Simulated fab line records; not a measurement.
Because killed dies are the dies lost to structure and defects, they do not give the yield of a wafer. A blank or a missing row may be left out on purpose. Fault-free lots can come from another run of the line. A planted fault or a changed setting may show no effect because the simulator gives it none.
Matching of chambers	flow n5Finfet	3 sister chambers for N5_BEOL_M11_DEP_56 on pecvd-02
The step deposits SiCN from 3MS/NH3, target thk 30 nm, time 10.5 s. 3 wafers are shown with their chamber, then 9 later ones without.

## WAFERS WITH THEIR CHAMBER
wafer	chamber	throttleValvePct (%)
L084.4	1	18.8
L087.4	0	18.1
L087.5	2	16.8

## WAFERS WHOSE CHAMBER IS MISSING
wafer	throttleValvePct (%)
L090.2	17.9
L090.5	18.1
L090.6	16.7
L092.1	18.1
L092.3	16.9
L092.4	17.9
L095.2	18.9
L095.3	16.7
L095.5	16.7

## WHICH CHAMBER EACH WENT THROUGH
wafer	from the rows above	in truth
L090.2	0	0
L090.5	0	0
L090.6	2	2
L092.1	0	0
L092.3	2	2
L092.4	0	0
L095.2	1	1
L095.3	2	2
L095.5	2	2
Placed correctly: 9 of 9. Not placeable from these rows: 0. 0 placed wrongly.
How it was worked out, from the rows above alone: a wafer's distance from a chamber is the root of the sum, over the readings, of the square of ((its reading less the chamber's mean) divided by the reading's scatter). The wafer belongs to the nearest chamber; if the next one is less than 2 further off, it can't be placed. For every chamber, the mean is computed from those of its wafers that are shown. The scatter: with one shown wafer a chamber, the root of the mean of the squares of how far each hidden wafer lies from its nearest shown one.
